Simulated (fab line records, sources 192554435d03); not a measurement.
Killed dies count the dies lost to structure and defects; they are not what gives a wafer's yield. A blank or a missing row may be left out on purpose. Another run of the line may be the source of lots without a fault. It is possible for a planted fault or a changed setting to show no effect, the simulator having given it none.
Split-lot trial | flow n5Finfet | 21 wafers read across 7 lots, on a route 1938 steps long

## SPLIT DETAILS
At N5_BEOL_M1_COAT_61 (time 60 s, resist thk 60 nm), the setting spinRpm was moved away from the recipe's 1500 rpm on 9 of the 21 wafers read, by -10.5% to +10.9%. This setting was run at the recipe's value on the other wafers.

## FROM THE SPLIT TO THE READING: what the file shows between them, 8 steps
- N5_BEOL_M1_COAT_62: time 60 s, resist thk 12 nm
- N5_BEOL_M1_COAT_73: time 60 s, resist thk 5 nm
- N5_BEOL_M1_ETCH_74: etches underlayer in N2/H2, target depth 6.5 nm, time 5.2 s
- N5_BEOL_M1_ETCH_63: etches SiARC in CF4, target depth 15.6 nm, time 26 s
- N5_BEOL_M1_ETCH_64: etches SOC in N2/H2, target depth 75 nm, overetch 15 nm, time 112.5 s
- N5_BEOL_M1_STRIP_65: strips in N2/H2
- N5_BEOL_M1_STRIP_75: strips in N2/H2
- N5_BEOL_M1_STRIP_66: strips in CF4

## THE READING
SOC_of_BEOL_M1_COAT_61.thkNm (the simulator's own value, which no gauge read), in nm, at N5_BEOL_M1_HM_OPEN_17 (chemistry Cl2/BCl3, target TiN, target depth 20 nm, overetch 6 nm). The file gives no usual value for it. The 12 wafers here that ran the recipe average 52.1 nm, standard deviation 0.31 nm.

wafer  | tool, chamber at the split | spinRpm as run, rpm | against the recipe | SOC_of_BEOL_M1_COAT_61.thkNm, nm | against lot-mates on the recipe
L079.1 | lithoTrack-01, 0           | 1500                | recipe             | 51.8                             | -
L079.4 | lithoTrack-01, 0           | 1500                | recipe             | 51.6                             | -
L079.6 | lithoTrack-01, 0           | 1500                | recipe             | 51.6                             | -
L080.2 | lithoTrack-04, 0           | 1380                | -8.0%              | 54.6                             | +2.2
L080.3 | lithoTrack-04, 0           | 1500                | recipe             | 52.4                             | -
L080.6 | lithoTrack-04, 0           | 1500                | recipe             | 52.4                             | -
L083.2 | lithoTrack-04, 0           | 1663                | +10.9%             | 49.2                             | -3.2
L083.4 | lithoTrack-04, 0           | 1663                | +10.9%             | 49.2                             | -3.2
L083.3 | lithoTrack-04, 0           | 1500                | recipe             | 52.4                             | -
L086.4 | lithoTrack-01, 0           | 1500                | recipe             | 52.2                             | -
L086.5 | lithoTrack-01, 0           | 1500                | recipe             | 51.8                             | -
L086.6 | lithoTrack-01, 0           | 1642                | +9.5%              | 49.6                             | -2.4
L088.1 | lithoTrack-04, 0           | 1342                | -10.5%             | 55.8                             | +3.4
L088.4 | lithoTrack-04, 0           | 1342                | -10.5%             | 55.8                             | +3.4
L088.6 | lithoTrack-04, 0           | 1500                | recipe             | 52.4                             | -
L089.4 | lithoTrack-05, 0           | 1394                | -7.1%              | 54.8                             | no lot-mate on the recipe
L089.5 | lithoTrack-05, 0           | 1394                | -7.1%              | 54.8                             | no lot-mate on the recipe
L089.6 | lithoTrack-05, 0           | 1394                | -7.1%              | 54.8                             | no lot-mate on the recipe
L094.2 | lithoTrack-04, 0           | 1500                | recipe             | 52.2                             | -
L094.6 | lithoTrack-04, 0           | 1500                | recipe             | 52.2                             | -
L094.3 | lithoTrack-04, 0           | 1500                | recipe             | 51.8                             | -

FIT RESULTS
A straight line over all 21 wafers: SOC_of_BEOL_M1_COAT_61.thkNm changes by -0.314 nm for each +1% of spinRpm; r = -0.98; the points scatter about the line by 0.35 nm.
The same after taking each lot's own level away (the mean of its wafers on the recipe; 18 wafers): -0.297 nm for each +1%; r = -1.00; scatter 0.18 nm.
The reading moves by 3.2 nm for the largest change in spinRpm, on that fit.
From 51.67 to 52.40 nm: that is the span of the lots' own levels, equal to 2.4 times the standard deviation above.
The two slopes agree, so the slope changes little with the lot-to-lot level.
Check: with one of the wafers moved furthest among these (+10.9%) left out of the fit, the line predicts -3.17 nm for it against its lot-mates. It came out at -3.2 nm against them.

## FURTHER SPLITS ON THESE WAFERS
These wafers also went through other splits before the reading. Each is held against what the fit with the lots' levels taken away leaves over:
other split on the same wafers | wafers away from the commonest value | r with SOC_of_BEOL_M1_COAT_61.thkNm (lot level and that fit taken away)
N5_BEOL_M0_SAQP_PECVD_96 timeS | 8                                    | +0.04
N5_BEOL_M1_PECVD_72 timeS      | 7                                    | +0.25

## THE WHOLE CHAIN: every reading that the file lists as answering this split, in the file's order
step                  | what it does                                                          | reading                                                                       | change (the file's fit)               | r (the file's)
N5_BEOL_M1_COAT_61    | time 60 s, resist thk 60 nm                                           | SOC_of_BEOL_M1_COAT_61.thkNm (the simulator's own value, which no gauge read) | -0.297 nm for each +1% of the setting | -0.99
N5_BEOL_M1_ETCH_64    | etches SOC in N2/H2, target depth 75 nm, overetch 15 nm, time 112.5 s | etch.depthNm (the simulator's own value, which no gauge read)                 | -0.299 nm for each +1% of the setting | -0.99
N5_BEOL_M1_HM_OPEN_17 | chemistry Cl2/BCl3, target TiN, target depth 20 nm, overetch 6 nm     | SOC_of_BEOL_M1_COAT_61.thkNm (the simulator's own value, which no gauge read) | -0.29 nm for each +1% of the setting  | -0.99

## THE FILE'S OWN FIT
SOC_of_BEOL_M1_COAT_61.thkNm changes by -0.29 nm for each +1% of spinRpm, r = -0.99.
